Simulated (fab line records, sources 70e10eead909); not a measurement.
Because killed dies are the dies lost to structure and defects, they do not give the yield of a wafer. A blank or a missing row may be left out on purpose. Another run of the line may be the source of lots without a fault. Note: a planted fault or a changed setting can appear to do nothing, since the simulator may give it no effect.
Which tool did it? | flow nand harc | Sampling: 13 lots, 39 wafers, 6 of 1302 route steps

## WHAT THE GAUGES SHOWED, per wafer
NHARC_A_ONON_D2_THK_MEAS_30: measures by ellipsometry. Usual: thk nm reads 1004 nm (standard deviation 7.4).
lot  | measured     | on            | thk nm (nm)    | flag
L128 | day 13 03:58 | film metro-01 | 1010 1007 1009 |
L132 | day 14 11:17 | film metro-01 | 1009 1009 1010 |
L131 | day 14 11:09 | film metro-01 | 1006 1003 1008 |
L130 | day 14 11:30 | film metro-02 | 1005 1005 1005 |
L134 | day 15 19:30 | film metro-02 | 994 992 994    |
L135 | day 16 07:10 | film metro-01 | 1008 1010 1008 |
L137 | day 17 02:07 | film metro-01 | 996 997 996    |
L138 | day 17 22:26 | film metro-01 | 1009 1009 1012 |
L139 | day 18 06:44 | film metro-02 | 998 996 997    |
L140 | day 18 11:33 | film metro-02 | 997 997 998    |
L142 | day 19 04:25 | film metro-02 | 1009 1009 1007 |
L141 | day 19 04:36 | film metro-02 | 1006 1005 1006 |
L149 | day 21 23:13 | film metro-01 | 1095 993 992   | OFF

NHARC_A_CHANNEL_HOLE_D2_CD_MEAS_10 targets a cd of 100 nm. Usual: cd nm reads 99.9 nm (standard deviation 0.45).
lot  | measured     | on        | cd nm (nm)        | flag
L128 | day 13 10:08 | cd sem-02 | 99.2 99.9 100.0   |
L132 | day 14 17:57 | cd sem-02 | 99.6 99.6 99.4    |
L131 | day 14 17:48 | cd sem-02 | 99.5 99.6 100.2   |
L130 | day 14 18:34 | cd sem-01 | 99.1 100.3 99.5   |
L134 | day 15 22:44 | cd sem-02 | 99.3 99.5 99.5    |
L135 | day 16 10:54 | cd sem-03 | 99.7 99.9 99.4    |
L137 | day 17 07:23 | cd sem-03 | 100.3 99.5 100.1  |
L138 | day 18 01:43 | cd sem-03 | 99.3 99.6 98.9    |
L139 | day 18 09:53 | cd sem-02 | 99.6 99.6 98.9    |
L140 | day 18 15:40 | cd sem-03 | 99.8 99.4 100.6   |
L142 | day 19 11:15 | cd sem-02 | 100.0 99.7 100.3  |
L141 | day 19 11:31 | cd sem-03 | 100.8 100.6 100.7 |
L149 | day 22 02:58 | cd sem-01 | 99.6 99.8         |

NHARC_END_SORT_01. Usual: killed at array 56, standard deviation 19; killed at other 1.0, standard deviation 1.3; killed at periphery 3.8, standard deviation 2.2; killed dies 61, standard deviation 19; killed open 3.1, standard deviation 1.9; killed short 2.3, standard deviation 1.5.
lot  | measured     | on        | killed at array | killed at other | killed at periphery | killed dies | killed open | killed short | flag
L149 | day 33 03:59 | prober-01 | 671 45 50       | 2 3 2           | 4 5 1               | 677 53 53   | 2 3 2       | 5 3 3        | OFF

## WHAT TOOL EACH LOT RAN ON (gives the tool, then ch and the chambers of the sampled wafers, and finally the start)
lot  | NHARC_A_DECK1_JOINT_DEP_16      | NHARC_A_ONON_D2_DEP_28           | NHARC_A_ONON_D2_DEP_33
L128 | pecvd-03 ch 0,1, day 12 15:08   | pecvd onon-01 ch 0, day 13 03:27 | pecvd-03 ch 0,1,2, day 13 04:01
L132 | pecvd-04 ch 0,1, day 13 21:31   | pecvd onon-02 ch 0, day 14 10:47 | pecvd-04 ch 0,2, day 14 11:31
L131 | pecvd-03 ch 0,1, day 13 21:31   | pecvd onon-01 ch 0, day 14 10:46 | pecvd-04 ch 0,1,2, day 14 11:18
L130 | pecvd-04 ch 0,2, day 13 21:41   | pecvd onon-01 ch 0, day 14 11:06 | pecvd-04 ch 1,2, day 14 11:47
L134 | pecvd-04 ch 0,2, day 15 04:37   | pecvd onon-01 ch 0, day 15 19:06 | pecvd-04 ch 0,1, day 15 19:33
L135 | pecvd-03 ch 0,1,2, day 15 17:34 | pecvd onon-01 ch 0, day 16 06:46 | pecvd-01 ch 0,1, day 16 07:13
L137 | pecvd-04 ch 0,2, day 16 11:29   | pecvd onon-01 ch 0, day 17 01:38 | pecvd-03 ch 0,2, day 17 02:11
L138 | pecvd-02 ch 0,2, day 17 09:41   | pecvd onon-04 ch 0, day 17 22:06 | pecvd-03 ch 0,1,2, day 17 22:38
L139 | pecvd-02 ch 0,1,2, day 17 17:41 | pecvd onon-04 ch 0, day 18 06:17 | pecvd-01 ch 0,2, day 18 06:55
L140 | pecvd-03 ch 1,2, day 17 22:03   | pecvd onon-01 ch 0, day 18 11:06 | pecvd-04 ch 0,2, day 18 11:37
L142 | pecvd-03 ch 0,2, day 18 15:40   | pecvd onon-04 ch 0, day 19 04:01 | pecvd-04 ch 0,2, day 19 04:34
L141 | pecvd-02 ch 0,1,2, day 18 15:40 | pecvd onon-02 ch 0, day 19 04:11 | pecvd-01 ch 0,1,2, day 19 04:44
L149 | pecvd-04 ch 0,1,2, day 21 09:39 | pecvd onon-01 ch 0, day 21 22:43 | pecvd-03 ch 0,1, day 21 23:21
- NHARC_A_DECK1_JOINT_DEP_16: deposits SiO2, target thk 45 nm.
- NHARC_A_ONON_D2_DEP_28: target thk 1000 nm.
- NHARC_A_ONON_D2_DEP_33: deposits SiO2, target thk 200 nm.

## AS READ BY THE TOOLS THEMSELVES (means over the sampled wafers that have a number; for cases with no such wafer, the mark the record gives instead)
NHARC_A_DECK1_JOINT_DEP_16. Usual: flow sccm 2650 sccm, standard deviation 7.2; heater power w 602 W, standard deviation 110; throttle valve pct 15.8 %, standard deviation 0.49.
lot  | tool     | flow sccm (sccm) | heater power w (W) | throttle valve pct (%) | flag
L128 | pecvd-03 | 2645             | 606                | 16.0                   |
L132 | pecvd-04 | 2654             | 510                | 15.1                   |
L131 | pecvd-03 | 2650             | 611                | 16.0                   |
L130 | pecvd-04 | 2656             | 660                | 15.1                   |
L134 | pecvd-04 | 2645             | 597                | 15.0                   |
L135 | pecvd-03 | 2649             | 530                | 16.1                   |
L137 | pecvd-04 | 2646             | 573                | 15.0                   |
L138 | pecvd-02 | 2652             | 732                | 16.0                   |
L139 | pecvd-02 | 2642             | 639                | 15.9                   |
L140 | pecvd-03 | 2657             | 460                | 15.5                   |
L142 | pecvd-03 | 2641             | 521                | 15.7                   |
L141 | pecvd-02 | 2653             | 657                | 15.9                   |
L149 | pecvd-04 | 2648             | 608                | 15.4                   |

NHARC_A_ONON_D2_DEP_33. Usual: flow sccm 2650 sccm, standard deviation 7.4; heater power w 601 W, standard deviation 120; throttle valve pct 15.7 %, standard deviation 0.56.
lot  | tool     | flow sccm (sccm) | heater power w (W) | throttle valve pct (%) | flag
L128 | pecvd-03 | 2651             | 526                | 16.0                   |
L132 | pecvd-04 | 2649             | 607                | 15.0                   |
L131 | pecvd-04 | 2652             | 622                | 15.4                   |
L130 | pecvd-04 | 2655             | 698                | 16.0                   |
L134 | pecvd-04 | 2654             | 533                | 15.1                   |
L135 | pecvd-01 | 2649             | 719                | 15.8                   |
L137 | pecvd-03 | 2647             | 556                | 15.8                   |
L138 | pecvd-03 | 2653             | 585                | 15.9                   |
L139 | pecvd-01 | 2647             | 516                | 15.8                   |
L140 | pecvd-04 | 2652             | 641                | 15.3                   |
L142 | pecvd-04 | 2654             | 772                | 15.7                   |
L141 | pecvd-01 | 2649             | 586                | 16.1                   |
L149 | pecvd-03 | 2643             | 589                | 16.1                   |

## THE ANSWER, worked out from the rows above alone
Rule: take the mean of a lot's wafers that have a number; if it is more than 3 standard deviations from the usual mean, the lot is off. A lot without any number at a reading at which 4 lots or more have one is off too. Any other lot the step has rows for is counted as sound. Order of review: gauges by route order, followed by the tools' own readings, for which a lot's mean as printed above is used. At the first step where some lot is off, the reading lying furthest off is the one used; lots without a number count as furthest.
Off: L149 (NHARC_A_ONON_D2_THK_MEAS_30, thk nm).
A tool fits if, at a process step before that reading, it ran every lot that is off, and no sound lot after the first of them. Not tried: the gauges at NHARC_A_ONON_D2_THK_MEAS_30; whatever is off there is also off at NHARC_END_SORT_01, on other tools, and gauge error can't account for it. 2 tools fit, pecvd-04 at NHARC_A_DECK1_JOINT_DEP_16 and pecvd onon-01 at NHARC_A_ONON_D2_DEP_28, so this cannot tell which one it is.

## WHAT THE SIMULATOR PUT IN
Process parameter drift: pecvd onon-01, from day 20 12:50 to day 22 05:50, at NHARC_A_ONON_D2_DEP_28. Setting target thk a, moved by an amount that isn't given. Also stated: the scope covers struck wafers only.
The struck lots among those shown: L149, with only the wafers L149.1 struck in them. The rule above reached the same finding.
